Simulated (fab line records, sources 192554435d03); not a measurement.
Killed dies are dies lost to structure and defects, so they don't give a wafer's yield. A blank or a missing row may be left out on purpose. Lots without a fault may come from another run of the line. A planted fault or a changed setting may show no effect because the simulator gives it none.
fab line records | flow n5_finfet
record lots=11 wafers=26 last_day=17
route steps=1938 shown MOL_CONTACT_COAG@592 BEOL_M4@1111 PASSIVATION@1936
lots that met no fault: from a run of the same line without faults
start_h: hours from the record's first day to the start of the lot's first wafer shown | wait_h: hours since the lot's step before | " the same as in the row above | L1.1+2: a row that stands for several wafers | - no value, or no start given | * or withheld: withheld | < > ~ a bound
route shown NAME@n: a module of which the file shows steps, and the number in the route of the first | usual: mean/standard deviation of fault-free wafers | same: alike in all rows | chamber/n: place in a boat | sites: the reading at each site | _std_site: their standard deviation | _edge_site: outer sites' mean less inner sites' | radius_mm: how far each site lies from the wafer's centre | mask NAME#n: copy n | behind: the tool/chamber that last shaped the wafer | hold: why the lot was held/for how many hours/how that ended | device: the transistor (n, p or np) that didn't switch | end of line: the same wafers' tests at the end of the route | a step without rows: its recipe alone | killed: dies lost to structure and defects at the first sort, not the wafer's yield | map: a wafer's dies, x killed, . not, _ none there
set.NAME: the setting as run; set.NAME@STEP: as run at that earlier step | model.NAME: the simulator's own value behind a step, which no gauge read
steps of the route over a sample of lots; a table a step, a row a wafer
services: from which hour (start_h, from the record's first day; less than 0 if before it) a tool's chamber was out of use, for how many hours, and why
## steps
# step N5_MOL_CONTACT_COAG_CD_MEAS_137
# recipe target_cd_nm=16
# usual cd_nm=15.9/0.51
# columns lot.wafer tool chamber start_h wait_h cd_nm
L116.1 cd_sem-03 - 100.87 0.0 15.3
L116.3 " - " " 15.6
L116.5 " - " " 15.8
L117.2 cd_sem-03 - 105.87 0.0 16.1
L117.6 " - " " 15.6
L120.1 cd_sem-02 - 123.84 0.0 16.3
L120.4 " - " " 15.7
L120.6 " - " " 15.8
L121.1 cd_sem-03 - 127.20 0.0 15.2
L121.2 " - " " 15.1
L121.3 " - " " 15.2
L123.1 cd_sem-03 - 144.14 0.0 15.3
L123.5 " - " " 15.9
L125.1 cd_sem-02 - 156.68 0.0 15.6
L125.2 " - " " 15.9
L125.5 " - " " 16.1
L126.3 cd_sem-03 - 161.04 0.0 16.1
L126.6 " - " " 16.5
L128.1 cd_sem-03 - 175.03 0.0 16.6
L128.5 " - " " 15.6
L130.5 cd_sem-01 - 183.58 0.0 16.0
L130.6 " - " " 14.8
L136.3 cd_sem-01 - 220.97 0.0 16.6
L136.5 " - " " 16.1
L138.3 cd_sem-02 - 232.53 0.0 15.4
L138.5 " - " " 15.4
# step N5_MOL_CONTACT_COAG_ETCH_65
# recipe chemistry=N2/H2 target=underlayer target_depth_a=130 mask_material=CAR-EUV time_s=10.4 ion_energy_ev=200 pressure_mtorr=30 source_w=840 bias_w=150 n2_flow_sccm=200 h2_flow_sccm=200 ends=cleared
# usual drypump_motor_current_A=5.6/0.47 etch_rf_on_time_s=10.4/0.39 oes_product_au=0.66/0.081 rf_vpp_V=525.2/2.2 showerhead_plenum_p_Torr=2.59/0.079 throttle_valve_pct=17.87/0.24
# columns lot.wafer tool chamber start_h wait_h drypump_motor_current_A etch_rf_on_time_s oes_product_au rf_hours_counter_h rf_vpp_V showerhead_plenum_p_Torr throttle_valve_pct
L116.1 rie_diel-05 3 101.49 0.0 5.6 11.0 0.57 239 520.4 2.42 18.23
L116.3 " 1 " " 5.2 10.4 0.62 221 527.3 2.62 18.14
L116.5 " 2 " " 6.3 10.0 0.73 - 528.8 2.69 17.71
L117.2 rie_diel-05 3 106.53 0.0 5.6 10.8 0.58 241 520.4 2.42 18.23
L117.6 " 1 " " 5.2 10.2 0.62 - 524.3 2.62 18.15
L120.1 rie_diel-04 2 124.58 0.0 4.8 10.9 0.58 217 526.9 2.62 18.29
L120.4 " 1 " " 5.1 10.4 0.61 - 524.8 2.61 18.11
L120.6 " 3 " " 5.4 10.9 0.58 - 522.7 2.48 17.77
L121.1 rie_diel-04 3 127.67 0.0 5.4 10.9 0.58 247 522.1 2.48 17.79
L121.2 " 2 " " 4.9 10.9 0.58 218 527.1 2.62 18.28
L121.3 " 1 " " 5.1 10.3 0.61 209 525.9 2.61 18.12
L123.1 rie_diel-04 1 144.62 0.0 5.1 10.5 0.60 217 526.4 2.61 18.13
L123.5 " 2 " " 4.8 10.8 0.58 - 524.4 2.61 18.29
L125.1 rie_diel-04 2 157.33 0.0 4.8 10.7 0.58 232 527.4 2.61 18.30
L125.2 " 0 " " 6.0 9.9 0.85 3 524.1 2.52 17.68
L125.5 " 1 " " 5.1 10.5 0.59 - 525.8 2.61 18.12
L126.3 rie_diel-06 1 161.64 0.0 6.1 11.1 0.58 220 524.5 2.49 17.76
L126.6 " 0 " " 5.7 10.6 0.66 - 524.3 2.56 17.69
L128.1 rie_diel-05 3 175.58 0.0 5.6 10.2 0.79 10 527.7 2.74 17.84
L128.5 " 0 " " 6.1 10.2 0.64 - 525.9 2.64 17.68
L130.5 rie_diel-05 2 184.07 0.0 6.3 10.1 0.71 - 526.3 2.68 17.78
L130.6 " 0 " " 6.1 10.4 0.64 - 527.3 2.64 17.69
L136.3 rie_diel-05 2 221.45 0.0 6.3 10.1 0.70 113 527.7 2.67 17.78
L136.5 " 1 " " 5.2 19.8 0.61 - 525.2 2.61 17.63
L138.3 rie_diel-05 3 233.47 0.0 5.6 10.4 0.75 31 528.4 2.73 17.88
L138.5 " 3 " " 5.6 20.2 0.55 - 529.4 2.73 17.82
# step N5_MOL_CONTACT_COAG_ALD_133
# recipe material=SiO2 target_thk_a=50 temp_c=100 ald_precursor_family=BDEAS ald_co_reactant=O2-plasma pulse_time_s=1 co_reactant_pulse_time_s=1 purge_time_s=2 co_reactant_purge_time_s=2 ald_cycles=35 pressure_torr=2
# usual chamber_pressure_Torr=2.000/0.0046 heater_power_w=76/10 precursor_pulse_height_rel=0.999/0.02 susceptor_temp_C=100.01/0.14
# same co_reactant_purge_time_s=2
# columns lot.wafer tool chamber start_h wait_h chamber_pressure_Torr heater_power_w precursor_pulse_height_rel susceptor_temp_C
L116.1 ald_sin-01 3 101.59 0.1 1.998 80 0.979 99.84
L116.3 " 2 " " 1.998 99 1.010 100.22
L116.5 " 1 " " 1.997 86 0.973 99.93
L117.2 ald_sin-03 1 106.63 0.1 1.997 62 0.972 100.18
L117.6 " 2 " " 2.002 70 1.006 99.90
L120.1 ald_sin-03 2 124.94 0.3 2.001 70 1.003 100.17
L120.4 " 3 " " 2.002 79 0.976 100.08
L120.6 " 3 " " 2.001 80 0.975 100.21
L121.1 ald_sin-03 3 127.77 0.1 1.998 80 0.993 99.89
L121.2 " 1 " " 2.000 61 0.996 99.87
L121.3 " 0 " " 1.997 73 0.988 100.13
L123.1 ald_sin-04 2 145.34 0.7 1.998 86 0.976 99.99
L123.5 " 0 " " 1.995 78 0.994 100.03
L125.1 ald_sin-03 1 158.58 1.2 2.001 62 1.010 99.88
L125.2 " 0 " " 2.007 73 0.979 99.76
L125.5 " 1 " " 2.005 62 1.017 99.94
L126.3 ald_sin-01 3 161.76 0.1 2.006 80 0.977 100.01
L126.6 " 0 " " 2.006 72 1.010 99.74
L128.1 ald_sin-03 3 175.96 0.3 2.012 80 1.036 99.99
L128.5 " 2 " " 1.993 69 1.029 100.01
L130.5 ald_sin-03 0 184.30 0.2 2.000 74 0.991 100.01
L130.6 " 1 " " 1.995 62 1.000 100.23
L136.3 ald_sin-01 3 221.54 0.1 1.999 76 0.997 100.24
L136.5 " 2 " " 2.004 96 0.981 100.07
L138.3 ald_sin-04 3 233.57 0.1 2.003 62 0.992 99.87
L138.5 " 0 " " 1.995 75 0.990 100.02
# step N5_MOL_CONTACT_COAG_VIA_ETCH_117
# recipe chemistry=C4F6/O2 target_depth_a=400 overetch_a=80 mask_material=SOC target=SiO2 bias_w=455 pressure_mtorr=10 time_s=26 source_w=325 Ar_flow_sccm=300 C4F6_flow_sccm=10 O2_flow_sccm=10 ion_energy_ev=575.3 ends=end_point
# usual drypump_motor_current_A=5.6/0.47 oes_product_au=0.70/0.083 rf_vpp_V=1580/62 showerhead_plenum_p_Torr=2.89/0.075 throttle_valve_pct=41.2/0.58
# columns lot.wafer tool chamber start_h wait_h drypump_motor_current_A oes_product_au rf_hours_counter_h rf_vpp_V showerhead_plenum_p_Torr throttle_valve_pct
L116.1 rie_diel-04 2 102.11 0.0 4.8 0.63 208 1630 2.92 42.0
L116.3 " 0 " " 5.9 0.62 247 1540 2.80 40.5
L116.5 " 0 " " 5.9 0.61 - 1540 2.79 40.5
L117.2 rie_diel-04 1 106.97 0.0 5.1 0.64 201 1547 2.93 41.4
L117.6 " 0 " " 5.9 0.61 - 1540 2.79 40.5
L120.1 rie_diel-05 1 125.28 0.0 5.2 0.65 230 1628 2.92 41.7
L120.4 " 0 " " 6.1 0.67 174 1624 2.93 40.2
L120.6 " 1 " " 5.2 0.65 - 1628 2.92 41.7
L121.1 rie_diel-04 3 128.17 0.0 5.4 0.63 247 1581 2.82 41.2
L121.2 " 1 " " 5.1 0.64 209 1547 2.93 41.5
L121.3 " 2 " " 4.8 0.63 219 1630 2.92 42.1
L123.1 rie_diel-06 1 145.68 0.0 6.1 0.64 214 1644 2.83 41.3
L123.5 " 0 " " 5.7 0.70 - 1697 2.86 40.9
L125.1 rie_diel-04 2 158.91 0.0 4.8 0.62 232 1628 2.91 42.1
L125.2 " 0 " " 5.9 0.84 4 1541 2.79 40.6
L125.5 " 0 " " 5.9 0.85 - 1540 2.79 40.6
L126.3 rie_diel-04 0 162.09 0.0 5.9 0.85 6 1540 2.79 40.6
L126.6 " 1 " " 5.1 0.64 - 1546 2.92 41.5
L128.1 rie_diel-05 0 176.30 0.0 6.1 0.66 192 1622 2.92 40.2
L128.5 " 3 " " 5.6 0.82 - 1491 2.99 40.8
L130.5 rie_diel-04 1 184.57 0.0 5.1 0.62 - 1547 2.91 41.5
L130.6 " 0 " " 6.0 0.82 - 1539 2.79 40.6
L136.3 rie_diel-05 0 221.96 0.0 6.1 0.66 210 1620 2.91 40.2
L136.5 " 3 " " 5.6 0.79 - 1490 2.98 40.8
L138.3 rie_diel-05 2 233.91 0.0 6.4 0.70 118 1478 3.00 41.9
L138.5 " 2 " " 6.3 0.70 - 1477 3.00 41.8
# step N5_BEOL_M4_RC_MEAS_101
# usual DIBL_N=37.5/2 DIBL_P=37.5/2.5 IOFF_N=0.18/0.042 IOFF_P=0.24/0.046 ION_N=677/15 ION_P=464/9.5 SS_N=72.0/0.76 SS_P=73.6/0.79 VT_N=249/3.5 VT_P=-249/3.2
# columns lot.wafer tool chamber start_h wait_h DIBL_N[mV/V] DIBL_P[mV/V] IOFF_N[nA/um] IOFF_P[nA/um] ION_N[uA/um] ION_P[uA/um] SS_N[mV/dec] SS_P[mV/dec] VT_N[mV] VT_P[mV]
L116.1 prober-01 0 161.35 0.0 40.3 39.7 0.25 0.27 677 458 73.5 73.8 245 -249
L116.3 " 0 " " 36.7 36.9 0.16 0.23 686 473 71.2 72.4 248 -248
L116.5 " 0 " " 37.4 37.3 0.16 0.23 690 473 72.0 73.4 250 -247
L117.2 prober-02 0 170.18 0.2 37.0 38.6 0.17 0.23 691 466 72.8 74.1 247 -251
L117.6 " 0 " " 38.1 39.7 0.18 0.26 667 458 72.8 74.7 251 -249
L120.1 prober-02 0 182.55 0.0 36.5 34.2 0.13 0.21 670 468 71.2 73.3 254 -247
L120.4 " 0 " " 37.0 36.7 0.15 0.26 658 464 71.2 73.5 250 -248
L120.6 " 0 " " 39.3 37.7 0.18 0.26 680 470 72.3 73.6 247 -245
L121.1 prober-01 0 195.03 0.0 34.2 34.4 0.15 0.18 682 471 72.3 73.2 253 -254
L121.2 " 0 " " 36.0 37.9 0.18 0.24 670 457 72.0 73.3 247 -249
L121.3 " 0 " " 36.8 38.0 0.20 0.23 687 464 72.0 74.3 247 -251
L123.1 prober-02 0 204.86 0.0 36.8 37.1 0.14 0.24 645 448 70.6 73.9 254 -251
L123.5 " 0 " " 38.7 38.1 0.19 0.25 679 464 71.8 73.3 247 -249
L125.1 prober-02 0 221.05 0.0 38.8 39.8 0.21 0.29 691 475 71.1 74.3 243 -242
L125.2 " 0 " " 38.0 37.3 0.18 0.24 677 465 71.7 73.2 252 -247
L125.5 " 0 " " 39.1 39.7 0.19 0.28 667 468 71.3 74.1 247 -245
L126.3 prober-01 0 225.20 0.3 33.9 33.9 0.13 0.18 653 454 71.4 73.0 253 -251
L126.6 " 0 " " 38.4 39.7 0.24 0.28 680 467 72.7 75.1 249 -246
L128.1 prober-01 0 244.47 0.0 37.6 36.7 0.15 0.21 672 463 70.9 73.2 251 -249
L128.5 " 0 " " 36.7 34.8 0.16 0.19 681 464 71.4 73.0 250 -248
L130.5 prober-02 0 245.34 0.6 39.6 38.8 0.26 0.28 677 460 73.7 73.7 247 -246
L130.6 " 0 " " 34.4 33.9 0.14 0.20 685 464 71.8 72.4 250 -251
L136.3 prober-01 0 290.80 0.3 42.0 42.2 0.33 0.38 704 485 73.0 74.2 238 -242
L136.5 " 0 " " 38.8 37.2 0.20 0.25 686 470 72.1 74.1 248 -247
L138.3 prober-01 0 305.56 0.3 34.4 34.4 0.12 0.18 672 465 71.4 73.1 251 -254
L138.5 " 0 " " 37.5 37.1 0.18 0.21 693 473 71.9 73.5 246 -253
# step N5_PASSIVATION_PROBE_49
# usual defect_limited_yield=91.8/1.5 killed_at_M0_to_M3=33/11 killed_at_M4_up=13/5 killed_at_contacts=11/5.6 killed_at_front_end=36/12 killed_at_other=3.4/2.5 killed_dies=97/18 killed_on_rim=12/4.2 killed_open=64/13 killed_short=31/6.9 sort_bin_4_leakage=0.01/0.048 sort_bin_5_function=4.8/1 sort_bin_6_memory=3.1/0.64 sort_bin_8_speed=0.00/0.014 sort_n_pass=1083/18 sort_yield_pct=91.8/1.5
# same gross_dies=1180 killed_at_back_side=0
# columns lot.wafer tool chamber start_h wait_h defect_limited_yield[%] killed_at_M0_to_M3 killed_at_M4_up killed_at_contacts killed_at_front_end killed_at_other killed_dies killed_on_rim killed_open killed_short sort_bin_4_leakage[%] sort_bin_5_function[%] sort_bin_6_memory[%] sort_bin_8_speed[%] sort_n_pass sort_yield_pct[%]
L128.1 prober-01 - 349.03 0.0 92.5 27 7 13 38 3 88 15 55 32 0 4.3 2.9 0 1092 92.5
L128.5 prober-01 - 349.23 0.2 93.1 23 17 14 27 1 82 11 53 25 0 3.6 2.9 0 1098 93.1
L138.5 prober-02 - 409.58 0.2 91.6 36 13 20 28 2 99 17 69 29 0 4.2 3.6 0 1081 91.6
# killed by level:class
L128.1 FIN_SAQP:geometric_particle:short=12 MOL_CONTACT_COAG:geometric_particle:open=11 BEOL_M1:geometric_particle:open=7 FIN_SAQP:geometric_particle:open=6 STI_FIN_REVEAL:geometric_particle:open=6 BEOL_M2:geometric_particle:open=6 DUMMY_GATE:geometric_particle:open=4 BEOL_M0_SAQP:geometric_particle:open=4
L128.5 MOL_CONTACT_COAG:geometric_particle:open=11 BEOL_M2:geometric_particle:open=8 DUMMY_GATE:geometric_particle:open=6 BEOL_M0_SAQP:geometric_particle:short=5 BEOL_M4:geometric_particle:open=5 FIN_SAQP:geometric_particle:open=4 BEOL_M8:geometric_particle:open=4 FIN_SAQP:geometric_particle:short=3
L138.5 MOL_CONTACT_COAG:geometric_particle:open=16 BEOL_M0_SAQP:geometric_particle:open=10 BEOL_M0_SAQP:geometric_particle:short=9 STI_FIN_REVEAL:geometric_particle:open=7 DUMMY_GATE:geometric_particle:open=6 MOL_CONTACT_COAG:geometric_particle:short=4 BEOL_M2:geometric_particle:open=4 BEOL_M3:geometric_particle:open=4
## services
# columns tool chamber start_h hours kind
rie_diel-06 1 80.31 8.1 repair
rie_diel-06 0 81.71 7.0 repair
rie_diel-06 3 86.99 2.4 repair
rie_diel-06 2 88.53 27.7 repair
rie_diel-04 0 110.81 - clean
rie_diel-04 0 110.81 - consumable_replace:focus_ring
ald_sin-01 - 111.09 0.5 repair
rie_diel-05 3 131.35 - clean
rie_diel-05 3 131.35 - consumable_replace:focus_ring
rie_diel-05 3 131.35 - consumable_replace:showerhead
rie_diel-05 3 131.35 13.3 scheduled_down
rie_diel-05 3 131.35 13.3 vent_cycle
rie_diel-04 3 148.63 - clean
rie_diel-04 3 148.63 - consumable_replace:focus_ring
rie_diel-04 3 148.63 22.8 scheduled_down
rie_diel-04 3 148.63 22.8 vent_cycle
ald_sin-01 - 176.75 14.0 pm
rie_diel-06 0 207.22 4.4 repair
rie_diel-04 2 217.90 5.7 repair
rie_diel-04 2 223.62 - clean
rie_diel-04 2 223.62 - consumable_replace:focus_ring
rie_diel-04 2 223.62 14.5 scheduled_down
rie_diel-04 2 223.62 14.5 vent_cycle
rie_diel-05 0 230.90 5.1 repair
## key
first_sign step=N5_MOL_CONTACT_COAG_ETCH_65 reading=etch_rf_on_time_s direction=up sigmas=25 usual=* struck=*
effect none on later readings
met_at N5_MOL_CONTACT_COAG_ETCH_65
struck_lots L136,L138
struck_wafers L136.5,L138.5
not_acting_at N5_MOL_CONTACT_COAG_CD_MEAS_137,N5_MOL_CONTACT_COAG_ALD_133,N5_MOL_CONTACT_COAG_VIA_ETCH_117
onset_between 184.07 221.45
fault kind=process_parameter_drift tool=rie_diel-05 chamber=- onset_h=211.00 steps=N5_MOL_CONTACT_COAG_ETCH_65 channel=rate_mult offset=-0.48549 shape=step end_h=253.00 scope=struck_wafers_only
